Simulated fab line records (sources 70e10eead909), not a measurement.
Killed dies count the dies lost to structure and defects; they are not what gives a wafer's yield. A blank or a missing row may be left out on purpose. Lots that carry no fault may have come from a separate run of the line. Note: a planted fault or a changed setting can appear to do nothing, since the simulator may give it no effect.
fab line records	flow nand_harc
[record] lots = 24	wafers = 72	last_day = 34
route steps=1302 shown A_STAIRCASE@795
lots untouched by any fault: they come from a run of this same line in which no faults occurred
start_h: hours from the record's opening day to when the first of the lot's shown wafers began	wait_h: hours since the lot's step before	" unchanged from the row above	L1.1+2: several wafers, shown together as one row	- value missing, or start not given	* or withheld: withheld	< > ~ a bound
route shown NAME@n: names a module that has steps shown in the file, with the first one's number in the route	usual: mean and standard deviation over wafers with no fault	same: alike in all rows	chamber/n: place in a boat	sites: per-site readings	_std_site: how widely they spread, as a standard deviation	_edge_site: inner sites' mean taken away from outer sites' mean	radius_mm: how far each site lies from the wafer's centre	mask NAME#n: copy n	behind: the last tool/chamber to shape the wafer	hold: the reason the lot was held/the length of the hold in hours/how it ended	device: whichever transistor did not switch (one of n, p or np)	end of line: at the end of the route, the tests of the same wafers	where a step has no rows: the recipe by itself	killed: dies lost to structure and defects at the first sort, not the wafer's yield	map: a wafer's dies, x killed, . not, _ none there
set.NAME: the setting as run; set.NAME@STEP: as run at that earlier step	model.NAME: the simulator's own value behind a step, which no gauge read
a sample of lots followed through the steps of the route, with each step as a table and each wafer as a row
services: when a tool's chamber went out of use (start_h, in hours from the record's first day, below 0 if earlier), for how many hours, and the reason
[[steps]]
[step NHARC_A_STAIRCASE_HM_DEP_459]
[recipe] target_thk_a = 15000	temp_c = 400	material = aC
[usual] susceptor_temp_C = 399.99/0.18	throttle_valve_pct = 35.000/0.0092
lot.wafer	tool	chamber	start_h	wait_h	susceptor_temp_C	throttle_valve_pct
L075.3	acl_dep-02	0	376.39	2.3	400.04	35.016
L075.5	"	0	"	"	400.16	34.982
L075.6	"	0	"	"	400.09	34.991
L074.1	acl_dep-03	0	380.05	4.4	-	34.993
L074.4	"	0	"	"	-	34.997
L074.6	"	0	"	"	-	34.998
L076.3	acl_dep-02	0	400.39	0.7	400.18	34.984
L076.5	"	0	"	"	399.99	34.994
L076.6	"	0	"	"	399.52	34.993
L077.2	acl_dep-01	0	416.79	0.4	399.95	34.994
L077.3	"	0	"	"	400.42	35.005
L077.5	"	0	"	"	400.36	35.006
L078.4	acl_dep-03	0	418.31	1.7	-	35.007
L078.5	"	0	"	"	-	35.007
L078.6	"	0	"	"	-	34.995
L079.1	acl_dep-01	0	434.92	0.3	399.66	34.993
L079.2	"	0	"	"	399.85	34.985
L079.4	"	0	"	"	399.85	35.009
L080.1	acl_dep-03	0	438.29	0.9	-	34.999
L080.3	"	0	"	"	-	35.014
L080.5	"	0	"	"	-	35.012
L081.1	acl_dep-01	0	446.09	0.2	400.00	35.004
L081.2	"	0	"	"	400.09	35.006
L081.3	"	0	"	"	400.05	35.003
L082.1	acl_dep-03	0	457.16	0.7	400.10	34.984
L082.3	"	0	"	"	400.07	35.006
L082.5	"	0	"	"	400.10	34.999
L086.2	acl_dep-02	0	476.84	1.7	-	34.992
L086.5	"	0	"	"	-	35.018
L086.6	"	0	"	"	-	35.008
L084.3	acl_dep-02	0	479.17	0.7	-	34.997
L084.4	"	0	"	"	-	35.002
L084.5	"	0	"	"	-	34.998
L083.2	acl_dep-01	0	480.80	0.4	-	34.991
L083.5	"	0	"	"	-	34.995
L083.6	"	0	"	"	-	34.988
L085.3	acl_dep-02	0	498.94	6.3	400.20	34.993
L085.4	"	0	"	"	400.36	35.010
L085.5	"	0	"	"	399.82	35.004
L087.1	acl_dep-01	0	502.53	0.1	400.04	34.993
L087.2	"	0	"	"	400.12	34.999
L087.4	"	0	"	"	400.10	35.002
L088.3	acl_dep-03	0	520.16	2.9	-	35.000
L088.4	"	0	"	"	-	35.002
L088.6	"	0	"	"	-	34.996
L089.2	acl_dep-02	0	520.28	2.7	400.07	35.010
L089.3	"	0	"	"	400.10	35.004
L089.6	"	0	"	"	399.81	34.990
L090.1	acl_dep-02	0	535.92	0.1	400.07	35.006
L090.2	"	0	"	"	399.97	35.001
L090.3	"	0	"	"	399.89	34.996
L091.1	acl_dep-02	0	545.81	0.8	399.87	35.012
L091.2	"	0	"	"	399.90	35.002
L091.3	"	0	"	"	399.93	35.008
L092.1	acl_dep-02	0	549.40	2.6	399.92	35.000
L092.2	"	0	"	"	399.78	34.995
L092.5	"	0	"	"	400.17	34.985
L093.1	acl_dep-03	0	564.44	0.9	-	34.998
L093.2	"	0	"	"	-	34.996
L093.5	"	0	"	"	-	35.000
L095.1	acl_dep-03	0	581.39	0.9	399.82	34.998
L095.2	"	0	"	"	399.99	34.985
L095.3	"	0	"	"	399.74	34.998
L094.1	acl_dep-01	0	583.33	0.1	-	35.001
L094.3	"	0	"	"	-	34.993
L094.5	"	0	"	"	-	34.982
L096.1	acl_dep-02	0	590.51	0.6	-	35.008
L096.3	"	0	"	"	-	35.001
L096.4	"	0	"	"	-	35.007
L097.2	acl_dep-01	0	604.36	1.9	-	34.999
L097.5	"	0	"	"	-	35.009
L097.6	"	0	"	"	-	34.991
[step NHARC_A_STAIRCASE_HM_OPEN_460]
[recipe] o2_flow_sccm = 400	cos_flow_sccm = 20	ar_flow_sccm = 0	rf_w = 500	bias_w = 300	chemistry = O2/COS
[usual] cos_flow_sccm = 20.01/0.059	drypump_motor_current_A = 5.7/0.39	o2_flow_sccm = 400.0/1	oes_product_au = 1.003/0.012	rf_vpp_V = 467/3.6	showerhead_plenum_p_Torr = 3.14/0.16	throttle_valve_pct = 28.331/0.0089
lot.wafer	tool	chamber	start_h	wait_h	cos_flow_sccm	drypump_motor_current_A	o2_flow_sccm	oes_product_au	rf_hours_counter_h	rf_vpp_V	showerhead_plenum_p_Torr	throttle_valve_pct
L075.3	rie_diel-03	2	-	-	20.01	6.1	400.8	1.011	28	463	2.90	28.326
L075.5	"	0	"	"	19.99	5.6	399.2	1.006	-	471	3.33	28.331
L075.6	"	1	"	"	20.08	5.3	401.7	0.989	-	466	3.04	28.320
L074.1	rie_diel-11	1	-	-	20.03	6.2	398.8	1.031	38	464	3.04	28.319
L074.4	"	2	"	"	19.99	5.7	400.6	1.001	41	464	3.00	28.330
L074.6	"	0	"	"	19.97	5.5	400.2	1.001	-	462	2.93	28.318
L076.3	rie_diel-03	2	-	-	20.13	6.1	399.4	1.027	36	461	2.90	28.341
L076.5	"	0	"	"	19.91	5.6	400.6	1.004	-	472	3.32	28.327
L076.6	"	1	"	"	19.95	5.3	401.5	1.009	-	467	3.04	28.333
L077.2	rie_diel-04	1	-	-	20.08	6.0	398.9	0.983	16	471	3.33	28.335
L077.3	"	2	"	"	19.99	5.4	400.1	1.000	17	466	3.10	28.332
L077.5	"	0	"	"	20.02	5.5	401.4	0.995	-	472	3.37	28.331
L078.4	rie_diel-03	3	-	-	20.09	6.3	400.4	0.990	43	470	3.21	28.329
L078.6	"	2	"	"	20.04	6.1	397.4	1.008	-	462	2.90	28.329
L078.5	"	3	"	"	19.97	6.3	401.1	0.990	-	470	3.21	28.338
L079.4	rie_diel-04	1	-	-	19.94	6.0	398.4	0.992	21	472	3.33	28.326
L079.1	"	3	"	"	19.98	5.2	400.1	0.999	25	462	2.92	28.337
L079.2	"	0	"	"	20.03	5.5	398.0	1.001	13	472	3.37	28.334
L080.3	rie_diel-03	3	-	-	19.93	6.3	398.9	0.991	50	471	3.21	28.338
L080.1	"	0	"	"	20.06	5.7	398.6	1.004	52	472	3.32	28.326
L080.5	"	1	"	"	20.00	5.3	400.6	1.004	-	465	3.03	28.318
L081.2	rie_diel-03	2	-	-	20.06	6.1	399.3	1.015	50	462	2.89	28.337
L081.3	"	3	"	"	20.15	6.3	400.7	0.991	52	468	3.21	28.317
L081.1	"	0	"	"	20.02	5.6	399.8	1.003	55	472	3.32	28.345
L082.1	rie_diel-04	3	-	-	19.99	5.2	398.3	1.021	35	464	2.92	28.318
L082.3	"	0	"	"	20.08	5.5	399.9	1.000	23	472	3.36	28.336
L082.5	"	2	"	"	19.90	5.5	400.6	1.001	-	468	3.09	28.335
L086.2	rie_diel-03	3	-	-	19.88	6.3	399.6	1.001	4	468	3.20	28.322
L086.5	"	0	"	"	20.01	5.7	400.5	1.004	-	472	3.31	28.335
L086.6	"	1	"	"	20.08	5.3	400.7	0.992	-	465	3.02	28.325
L084.3	rie_diel-03	3	-	-	19.97	6.3	399.6	1.000	4	470	3.20	28.340
L084.4	"	2	"	"	20.01	6.1	400.0	1.021	7	471	3.37	28.336
L084.5	"	0	"	"	20.08	5.7	400.2	1.014	-	470	3.31	28.333
L083.2	rie_diel-11	2	-	-	20.06	5.6	400.0	0.999	13	465	2.99	28.348
L083.5	"	1	"	"	19.98	6.2	401.2	1.019	-	464	3.02	28.328
L083.6	"	2	"	"	20.02	5.7	399.6	0.995	-	464	2.99	28.348
L085.3	rie_diel-11	0	-	-	20.13	5.5	401.0	1.004	16	463	2.92	28.333
L085.4	"	1	"	"	19.93	6.2	400.1	1.029	18	466	3.02	28.319
L085.5	"	3	"	"	20.08	5.2	400.4	1.015	-	468	3.18	28.343
L087.1	rie_diel-04	1	-	-	19.92	6.0	398.7	0.982	46	470	3.32	28.329
L087.2	"	2	"	"	20.01	5.4	400.7	1.005	46	466	3.09	28.329
L087.4	"	0	"	"	19.88	5.5	401.9	1.004	41	473	3.35	28.318
L088.4	rie_diel-04	3	-	-	20.02	5.2	399.1	1.033	57	462	2.91	28.343
L088.3	"	2	"	"	20.05	5.5	398.1	1.004	51	466	3.08	28.342
L088.6	"	0	"	"	20.03	5.5	399.6	0.994	-	473	3.35	28.324
L089.3	rie_diel-03	3	-	-	19.96	6.3	400.8	0.993	17	469	3.20	28.349
L089.2	"	0	"	"	20.08	5.6	399.8	1.006	15	471	3.31	28.331
L089.6	"	1	"	"	19.86	5.2	398.5	0.999	-	466	3.02	28.328
L090.1	rie_diel-11	3	-	-	19.95	5.2	400.5	1.005	31	469	3.17	28.326
L090.2	"	0	"	"	20.02	5.5	401.1	0.988	29	463	2.91	28.322
L090.3	"	1	"	"	20.05	6.2	400.5	1.015	32	464	3.01	28.325
L091.1	rie_diel-03	0	-	-	20.05	5.7	400.2	1.019	22	470	3.30	28.334
L091.2	"	1	"	"	20.03	5.3	400.5	1.004	28	466	3.01	28.336
L091.3	"	2	"	"	19.93	6.1	401.1	1.029	28	473	3.36	28.329
L092.1	rie_diel-03	0	-	-	20.04	5.7	400.0	0.993	23	471	3.30	28.328
L092.2	"	1	"	"	19.97	5.2	399.3	0.998	29	465	3.01	28.323
L092.5	"	1	"	"	19.95	5.3	398.7	0.988	-	463	3.01	28.324
L093.1	rie_diel-11	2	-	-	20.02	5.7	400.5	0.995	45	463	2.97	28.321
L093.2	"	3	"	"	20.03	5.2	398.5	0.994	42	469	3.16	28.339
L093.5	"	2	"	"	19.99	5.7	399.0	0.999	-	465	2.97	28.331
L095.1	rie_diel-11	1	-	-	20.04	6.2	402.1	1.027	48	464	3.00	28.333
L095.3	"	2	"	"	20.02	5.7	398.8	0.989	51	463	2.97	28.333
L095.2	"	3	"	"	20.04	5.2	400.1	0.995	46	468	3.16	28.321
L094.1	rie_diel-03	0	-	-	19.94	5.6	400.7	1.015	35	470	3.30	28.331
L094.3	"	2	"	"	19.90	6.1	401.8	1.014	41	472	3.35	28.324
L094.5	"	0	"	"	19.97	5.6	401.3	1.016	-	471	3.30	28.316
L096.4	rie_diel-03	0	-	-	19.96	5.7	402.3	1.008	36	471	3.30	28.334
L096.3	"	1	"	"	20.00	5.3	400.3	1.006	41	464	3.01	28.330
L096.1	"	2	"	"	20.05	6.1	401.3	1.020	42	472	3.35	28.340
L097.2	rie_diel-03	1	-	-	19.97	5.3	400.0	1.000	46	464	3.00	28.347
L097.6	"	2	"	"	20.13	6.1	398.1	1.024	-	472	3.35	28.316
L097.5	"	3	"	"	20.03	6.3	398.8	0.998	-	470	3.18	28.323
[step NHARC_A_STAIRCASE_ETCH_294]
[recipe] target_depth_a = 49890	time_s = 1211.6	ion_energy_ev = 800	c4f8_flow_sccm = 80	o2_flow_sccm = 60	ar_flow_sccm = withheld	rf_w = 600	bias_w = 3000	chemistry = C4F8/O2/Ar
[usual] oes_product_au = 0.934/0.012	rf_vpp_V = 1828/13
lot.wafer	tool	chamber	start_h	wait_h	oes_product_au	rf_hours_counter_h	rf_vpp_V
L075.3	rie_diel-03	0	-	-	0.944	32	1844
L075.6	"	0	"	"	0.932	-	1844
L075.5	"	1	"	"	0.934	-	1820
L074.4	rie_diel-11	0	-	-	0.938	34	1810
L074.1	"	2	"	"	0.941	42	1816
L074.6	"	0	"	"	0.938	-	1811
L076.3	rie_diel-03	0	-	-	0.937	41	1843
L076.5	"	0	"	"	0.931	-	1844
L076.6	"	1	"	"	0.913	-	1819
L077.2	rie_diel-04	1	-	-	0.929	16	1843
L077.3	"	3	"	"	0.920	19	1809
L077.5	"	1	"	"	0.921	-	1844
L078.4	rie_diel-03	2	-	-	0.935	40	1808
L078.5	"	2	"	"	0.937	-	1807
L078.6	"	3	"	"	0.928	-	1833
L079.2	rie_diel-04	3	-	-	0.933	25	1809
L079.4	"	0	"	"	0.933	13	1847
L079.1	"	1	"	"	0.917	22	1844
L080.3	rie_diel-03	0	-	-	0.935	52	1842
L080.1	"	2	"	"	0.942	48	1808
L080.5	"	3	"	"	0.916	-	1834
L081.3	rie_diel-03	3	-	-	0.914	52	1835
L081.2	"	1	"	"	0.927	53	1818
L081.1	"	2	"	"	0.931	51	1808
L082.1	rie_diel-04	3	-	-	0.942	35	1810
L082.3	"	2	"	"	0.933	31	1825
L082.5	"	3	"	"	0.948	-	1811
L086.2	rie_diel-03	1	-	-	0.930	7	1819
L086.6	"	1	"	"	0.924	-	1817
L086.5	"	2	"	"	0.949	-	1846
L084.3	rie_diel-03	0	-	-	0.944	5	1842
L084.4	"	1	"	"	0.929	8	1818
L084.5	"	2	"	"	0.955	-	1846
L083.2	rie_diel-11	3	-	-	0.939	11	1834
L083.6	"	1	"	"	0.955	-	1818
L083.5	"	2	"	"	0.930	-	1817
L085.4	rie_diel-11	0	-	-	0.923	16	1810
L085.3	"	3	"	"	0.935	17	1832
L085.5	"	1	"	"	0.953	-	1819
L087.1	rie_diel-04	1	-	-	0.913	46	1842
L087.2	"	2	"	"	0.924	47	1823
L087.4	"	0	"	"	0.923	42	1846
L088.4	rie_diel-04	3	-	-	0.944	57	1809
L088.3	"	1	"	"	0.915	52	1843
L088.6	"	0	"	"	0.927	-	1844
L089.2	rie_diel-03	3	-	-	0.931	17	1833
L089.3	"	1	"	"	0.929	19	1817
L089.6	"	0	"	"	0.941	-	1843
L090.3	rie_diel-11	3	-	-	0.930	31	1831
L090.1	"	1	"	"	0.954	32	1817
L090.2	"	2	"	"	0.919	34	1817
L091.3	rie_diel-03	1	-	-	0.928	28	1818
L091.2	"	2	"	"	0.954	29	1846
L091.1	"	0	"	"	0.941	22	1840
L092.1	rie_diel-03	0	-	-	0.933	23	1843
L092.2	"	1	"	"	0.921	29	1817
L092.5	"	2	"	"	0.947	-	1845
L093.1	rie_diel-11	1	-	-	0.943	41	1817
L093.2	"	2	"	"	0.914	45	1815
L093.5	"	2	"	"	0.916	-	1814
L095.3	rie_diel-11	3	-	-	0.937	46	1831
L095.2	"	0	"	"	0.925	43	1808
L095.1	"	1	"	"	0.954	48	1817
L094.3	rie_diel-03	1	-	-	0.938	39	1818
L094.1	"	3	"	"	0.908	36	1833
L094.5	"	2	"	"	0.946	-	1845
L096.1	rie_diel-03	1	-	-	0.933	41	1816
L096.3	"	2	"	"	0.949	43	1845
L096.4	"	0	"	"	0.947	37	1841
L097.2	rie_diel-03	2	-	-	0.945	47	1846
L097.6	"	2	"	"	0.951	-	1844
L097.5	"	3	"	"	0.929	-	1832
[step NHARC_A_STAIRCASE_STRIP_295]
[recipe] o2_flow_sccm = 500	ar_flow_sccm = 0	bias_w = 0	chemistry = O2
[usual] drypump_motor_current_A = 5.7/0.39	o2_flow_sccm = 500.1/1.4	oes_product_au = 1.001/0.013	rf_vpp_V = 58.0/0.99	showerhead_plenum_p_Torr = 3.54/0.18	throttle_valve_pct = 17.036/0.0089
lot.wafer	tool	chamber	start_h	wait_h	drypump_motor_current_A	o2_flow_sccm	oes_product_au	rf_hours_counter_h	rf_vpp_V	showerhead_plenum_p_Torr	throttle_valve_pct
L075.3	rie_diel-03	0	-	-	5.7	501.1	0.996	32	58.0	3.76	17.024
L075.6	"	2	"	"	6.1	499.2	1.008	-	56.6	3.28	17.032
L075.5	"	3	"	"	6.3	498.3	0.991	-	59.2	3.63	17.033
L074.4	rie_diel-11	2	-	-	5.7	500.3	1.014	42	58.2	3.40	17.045
L074.1	"	0	"	"	5.5	500.6	1.009	34	57.0	3.32	17.027
L074.6	"	2	"	"	5.7	502.0	1.010	-	59.3	3.39	17.029
L076.3	rie_diel-03	3	-	-	6.3	500.3	0.990	40	57.9	3.63	17.012
L076.6	"	0	"	"	5.6	500.0	1.002	-	59.1	3.75	17.027
L076.5	"	1	"	"	5.3	497.5	0.998	-	59.0	3.43	17.047
L077.3	rie_diel-04	1	-	-	6.1	499.7	0.988	17	58.9	3.76	17.035
L077.2	"	2	"	"	5.4	499.8	0.989	18	56.4	3.50	17.025
L077.5	"	1	"	"	6.0	500.5	0.975	-	57.7	3.76	17.025
L078.4	rie_diel-03	0	-	-	5.7	501.0	1.007	46	58.3	3.75	17.034
L078.6	"	3	"	"	6.3	498.6	0.991	-	56.5	3.63	17.043
L078.5	"	0	"	"	5.7	501.6	1.005	-	60.5	3.75	17.027
L079.1	rie_diel-04	3	-	-	5.2	500.9	1.006	29	58.9	3.31	17.049
L079.2	"	0	"	"	5.5	500.4	1.002	18	57.1	3.80	17.031
L079.4	"	1	"	"	6.0	497.3	0.985	24	59.3	3.76	17.024
L080.1	rie_diel-03	1	-	-	5.2	501.6	1.009	51	58.8	3.42	17.043
L080.3	"	0	"	"	5.6	499.6	1.002	53	58.6	3.75	17.053
L080.5	"	1	"	"	5.3	500.8	1.002	-	57.2	3.42	17.029
L081.3	rie_diel-03	3	-	-	6.3	500.9	0.996	53	59.0	3.62	17.043
L081.2	"	0	"	"	5.6	501.6	0.990	55	59.3	3.75	17.020
L081.1	"	1	"	"	5.2	499.9	1.008	53	56.4	3.42	17.014
L082.3	rie_diel-04	2	-	-	5.4	500.6	0.997	32	56.6	3.50	17.033
L082.1	"	3	"	"	5.2	499.1	1.019	36	57.5	3.30	17.025
L082.5	"	1	"	"	6.1	500.6	0.985	-	57.9	3.76	17.030
L086.2	rie_diel-03	2	-	-	6.1	500.4	1.018	7	59.3	3.80	17.021
L086.6	"	3	"	"	6.3	500.1	0.995	-	58.7	3.62	17.025
L086.5	"	0	"	"	5.6	500.0	1.007	-	57.8	3.74	17.044
L084.4	rie_diel-03	1	-	-	5.3	498.7	0.990	8	57.5	3.42	17.032
L084.3	"	2	"	"	6.2	498.3	1.025	8	58.8	3.80	17.029
L084.5	"	0	"	"	5.6	501.2	0.999	-	59.5	3.74	17.040
L083.2	rie_diel-11	1	-	-	6.2	499.0	1.020	14	56.3	3.42	17.039
L083.5	"	2	"	"	5.7	498.4	0.998	-	57.6	3.38	17.051
L083.6	"	3	"	"	5.2	499.8	1.008	-	57.5	3.59	17.043
L085.3	rie_diel-11	0	-	-	5.5	500.4	1.001	17	56.8	3.30	17.041
L085.4	"	1	"	"	6.2	500.6	1.021	19	56.6	3.41	17.049
L085.5	"	0	"	"	5.5	501.7	0.995	-	57.8	3.30	17.037
L087.4	rie_diel-04	0	-	-	5.5	498.7	0.988	42	59.5	3.78	17.033
L087.1	"	1	"	"	6.0	499.7	0.978	46	59.6	3.75	17.029
L087.2	"	2	"	"	5.4	501.1	0.999	47	58.7	3.49	17.023
L088.4	rie_diel-04	0	-	-	5.5	501.7	0.997	47	58.9	3.78	17.024
L088.3	"	1	"	"	6.1	498.8	0.985	52	58.9	3.74	17.032
L088.6	"	3	"	"	5.2	497.3	1.032	-	57.9	3.29	17.060
L089.2	rie_diel-03	0	-	-	5.7	503.7	1.009	15	58.8	3.73	17.037
L089.3	"	1	"	"	5.3	500.9	0.987	19	57.6	3.41	17.050
L089.6	"	1	"	"	5.3	501.8	0.986	-	55.7	3.41	17.039
L090.2	rie_diel-11	0	-	-	5.5	500.6	0.983	30	58.0	3.29	17.036
L090.3	"	2	"	"	5.7	497.9	0.982	34	58.2	3.37	17.046
L090.1	"	3	"	"	5.2	501.2	0.990	32	57.3	3.58	17.036
L091.1	rie_diel-03	0	-	-	5.7	501.7	1.003	23	58.5	3.73	17.028
L091.2	"	1	"	"	5.3	501.7	0.997	29	57.4	3.41	17.033
L091.3	"	2	"	"	6.1	502.0	1.023	29	58.3	3.79	17.038
L092.2	rie_diel-03	2	-	-	6.1	499.4	1.012	30	60.4	3.79	17.051
L092.1	"	0	"	"	5.6	501.2	1.012	24	58.3	3.73	17.022
L092.5	"	1	"	"	5.3	499.2	1.005	-	59.1	3.40	17.025
L093.2	rie_diel-11	3	-	-	5.2	500.2	1.002	42	59.7	3.58	17.036
L093.1	"	1	"	"	6.2	500.6	1.017	42	56.8	3.40	17.029
L093.5	"	3	"	"	5.2	500.3	0.997	-	58.2	3.58	17.026
L095.3	rie_diel-11	2	-	-	5.7	500.2	0.988	52	57.5	3.36	17.047
L095.1	"	3	"	"	5.1	499.7	1.008	47	57.2	3.57	17.029
L095.2	"	0	"	"	5.5	499.1	0.987	43	58.4	3.28	17.022
L094.1	rie_diel-03	2	-	-	6.1	504.0	1.021	41	57.7	3.78	17.023
L094.3	"	3	"	"	6.3	500.1	0.993	36	58.3	3.60	17.045
L094.5	"	1	"	"	5.2	500.0	1.008	-	56.8	3.40	17.042
L096.1	rie_diel-03	3	-	-	6.3	500.2	0.986	37	58.7	3.60	17.042
L096.4	"	1	"	"	5.2	500.8	1.007	41	57.3	3.40	17.017
L096.3	"	2	"	"	6.1	500.2	1.024	43	59.1	3.78	17.030
L097.2	rie_diel-03	2	-	-	6.1	501.2	1.034	47	58.3	3.78	17.041
L097.5	"	2	"	"	6.1	499.6	1.026	-	59.1	3.78	17.021
L097.6	"	3	"	"	6.3	500.4	0.999	-	58.7	3.60	17.049
[step NHARC_A_STAIRCASE_HM_DEP_462]
[recipe] target_thk_a = 8000	temp_c = 400	material = aC
[usual] susceptor_temp_C = 400.01/0.16	throttle_valve_pct = 35.000/0.0091
lot.wafer	tool	chamber	start_h	wait_h	susceptor_temp_C	throttle_valve_pct
L075.3	acl_dep-02	0	385.64	4.7	400.29	34.997
L075.5	"	0	"	"	400.02	34.988
L075.6	"	0	"	"	400.02	35.004
L074.1	acl_dep-02	0	390.53	5.5	-	34.998
L074.4	"	0	"	"	-	34.999
L074.6	"	0	"	"	-	35.004
L076.3	acl_dep-01	0	405.94	0.7	399.91	35.012
L076.5	"	0	"	"	399.80	34.982
L076.6	"	0	"	"	399.77	34.996
L077.2	acl_dep-03	0	422.31	0.4	400.04	34.998
L077.3	"	0	"	"	399.94	35.006
L077.5	"	0	"	"	400.08	35.002
L078.4	acl_dep-02	0	423.63	1.0	400.02	35.001
L078.5	"	0	"	"	400.14	35.008
L078.6	"	0	"	"	400.12	35.013
L079.1	acl_dep-01	0	444.27	1.0	-	34.996
L079.2	"	0	"	"	-	34.999
L079.4	"	0	"	"	-	35.013
L080.1	acl_dep-03	0	444.33	0.7	400.16	35.003
L080.3	"	0	"	"	400.09	35.003
L080.5	"	0	"	"	399.88	35.000
L081.1	acl_dep-03	0	451.07	0.1	-	35.002
L081.2	"	0	"	"	-	34.993
L081.3	"	0	"	"	-	34.991
L082.1	acl_dep-02	0	463.36	1.1	400.10	35.005
L082.3	"	0	"	"	400.28	35.004
L082.5	"	0	"	"	400.18	35.016
L086.2	acl_dep-03	0	482.10	0.4	399.99	35.002
L086.5	"	0	"	"	399.67	35.003
L086.6	"	0	"	"	399.85	35.007
L084.3	acl_dep-02	0	487.82	4.3	-	34.997
L084.4	"	0	"	"	-	34.989
L084.5	"	0	"	"	-	35.005
L083.2	acl_dep-02	0	491.22	5.7	-	34.999
L083.5	"	0	"	"	-	34.989
L083.6	"	0	"	"	-	35.020
L085.3	acl_dep-02	0	504.09	0.7	399.83	35.002
L085.4	"	0	"	"	400.10	35.005
L085.5	"	0	"	"	400.09	34.997
L087.1	acl_dep-01	0	515.09	7.5	-	34.995
L087.2	"	0	"	"	-	34.998
L087.4	"	0	"	"	-	35.007
L088.3	acl_dep-01	0	530.57	5.6	-	35.007
L088.4	"	0	"	"	-	35.002
L088.6	"	0	"	"	-	35.010
L089.2	acl_dep-01	0	532.10	6.7	400.02	34.988
L089.3	"	0	"	"	399.88	35.008
L089.6	"	0	"	"	400.18	34.992
L090.1	acl_dep-03	0	541.93	1.0	-	34.999
L090.2	"	0	"	"	-	34.999
L090.3	"	0	"	"	-	34.980
L091.1	acl_dep-02	0	555.67	4.5	400.13	35.003
L091.2	"	0	"	"	400.02	35.007
L091.3	"	0	"	"	400.15	34.979
L092.1	acl_dep-02	0	557.51	2.9	399.87	34.990
L092.2	"	0	"	"	399.97	34.986
L092.5	"	0	"	"	400.08	35.004
L093.1	acl_dep-01	0	569.58	0.1	400.20	34.982
L093.2	"	0	"	"	399.93	35.002
L093.5	"	0	"	"	399.90	35.009
L095.1	acl_dep-01	0	586.56	0.1	-	34.993
L095.2	"	0	"	"	-	34.984
L095.3	"	0	"	"	-	35.009
L094.1	acl_dep-02	0	588.65	0.3	400.19	34.995
L094.3	"	0	"	"	399.82	35.010
L094.5	"	0	"	"	399.82	34.990
L096.1	acl_dep-02	0	596.94	1.3	-	34.971
L096.3	"	0	"	"	-	35.013
L096.4	"	0	"	"	-	34.985
L097.2	acl_dep-03	0	609.46	0.4	-	35.015
L097.5	"	0	"	"	-	35.009
L097.6	"	0	"	"	-	34.997
[step NHARC_A_STAIRCASE_DEP_151]
[recipe] target_thk_a = 72000	temp_c = 400	target_thk_nm = 7200	teos_flow_sccm = 200	rf_w = 500	material = SiO2
[usual] heater_power_w = 634/99	susceptor_temp_C = 400.04/0.23
lot.wafer	tool	chamber	start_h	wait_h	heater_power_w	susceptor_temp_C
L075.3	pecvd-03	2	403.56	0.6	584	400.19
L075.6	"	1	"	"	553	399.95
L075.5	"	2	"	"	527	399.90
L074.1	pecvd-04	0	409.94	0.5	782	399.57
L074.4	"	0	"	"	742	400.07
L074.6	"	1	"	"	548	399.95
L076.3	pecvd-04	0	426.02	0.6	852	399.86
L076.5	"	2	"	"	601	400.08
L076.6	"	0	"	"	729	400.06
L077.2	pecvd-02	2	443.78	0.5	543	399.71
L077.3	"	0	"	"	616	400.15
L077.5	"	2	"	"	438	400.02
L078.5	pecvd-04	1	443.97	0.7	526	400.30
L078.6	"	2	"	"	599	399.99
L078.4	"	0	"	"	756	400.20
L079.1	pecvd-02	0	462.04	0.4	632	399.94
L079.2	"	2	"	"	514	400.13
L079.4	"	1	"	"	578	399.85
L080.3	pecvd-03	0	462.22	0.6	669	400.12
L080.1	"	1	"	"	686	400.18
L080.5	"	0	"	"	634	400.09
L081.1	pecvd-04	2	470.36	0.4	693	400.56
L081.3	"	0	"	"	876	399.58
L081.2	"	1	"	"	590	400.27
L082.3	pecvd-04	2	481.51	0.4	722	400.18
L082.1	"	0	"	"	797	400.31
L082.5	"	1	"	"	549	399.64
L086.2	pecvd-03	0	499.83	0.6	805	400.06
L086.5	"	2	"	"	542	399.74
L086.6	"	0	"	"	645	399.55
L084.3	pecvd-03	1	506.57	0.5	578	399.99
L084.4	"	0	"	"	647	399.78
L084.5	"	1	"	"	564	400.26
L083.2	pecvd-04	0	506.57	0.5	900	400.19
L083.5	"	0	"	"	754	400.21
L083.6	"	1	"	"	531	400.36
L085.3	pecvd-03	0	521.98	1.0	790	400.34
L085.5	"	1	"	"	560	399.62
L085.4	"	2	"	"	539	400.16
L087.1	pecvd-04	1	533.67	0.4	643	400.66
L087.2	"	2	"	"	742	400.23
L087.4	"	1	"	"	561	400.09
L088.3	pecvd-02	0	547.95	0.4	562	400.06
L088.6	"	0	"	"	533	400.16
L088.4	"	2	"	"	436	399.98
L089.3	pecvd-04	0	548.07	0.5	811	399.98
L089.2	"	1	"	"	640	400.07
L089.6	"	2	"	"	599	399.76
L090.3	pecvd-02	0	559.93	0.5	672	399.79
L090.1	"	1	"	"	647	399.81
L090.2	"	2	"	"	505	400.20
L091.2	pecvd-03	2	577.73	0.4	708	399.99
L091.1	"	0	"	"	836	400.08
L091.3	"	1	"	"	722	400.15
L092.1	pecvd-02	2	577.73	0.4	488	400.10
L092.2	"	1	"	"	694	399.59
L092.5	"	2	"	"	442	400.38
L093.1	pecvd-02	1	588.47	0.4	684	399.93
L093.2	"	0	"	"	667	399.77
L093.5	"	2	"	"	442	399.65
L095.2	pecvd-03	0	604.35	0.4	794	400.11
L095.1	"	1	"	"	656	400.27
L095.3	"	2	"	"	720	400.01
L094.1	pecvd-02	1	604.44	0.5	682	400.26
L094.3	"	2	"	"	555	399.82
L094.5	"	2	"	"	463	400.18
L096.3	pecvd-03	2	619.85	0.5	701	399.89
L096.1	"	0	"	"	828	400.25
L096.4	"	0	"	"	681	399.72
L097.2	pecvd-03	1	629.24	0.5	674	400.47
L097.6	"	0	"	"	670	399.94
L097.5	"	2	"	"	583	400.01
[[services]]
tool	chamber	start_h	hours	kind
rie_diel-04	-	358.76	9.0	pm
pecvd-03	-	366.24	13.0	pm
rie_diel-03	-	368.51	0.6	repair
acl_dep-01	-	371.68	13.0	pm
pecvd-03	-	391.07	9.2	repair
rie_diel-04	0	393.17	26.6	repair
acl_dep-02	-	430.49	13.0	pm
rie_diel-11	-	434.79	9.0	pm
pecvd-04	-	450.00	13.0	pm
rie_diel-03	-	458.59	9.0	pm
pecvd-03	0	465.60	1.8	repair
pecvd-04	0	482.87	4.0	repair
acl_dep-03	-	483.64	13.0	pm
rie_diel-03	2	517.55	7.5	repair
pecvd-03	-	523.60	0.3	repair
pecvd-03	-	530.37	1.0	repair
rie_diel-04	-	535.82	9.0	pm
rie_diel-03	3	546.16	10.6	repair
pecvd-03	-	547.35	13.0	pm
acl_dep-01	-	554.33	13.0	pm
pecvd-04	1	574.37	3.9	repair
rie_diel-04	3	595.62	12.3	repair
rie_diel-11	-	611.84	9.0	pm
acl_dep-02	-	613.23	13.0	pm
[[key]]
fault none
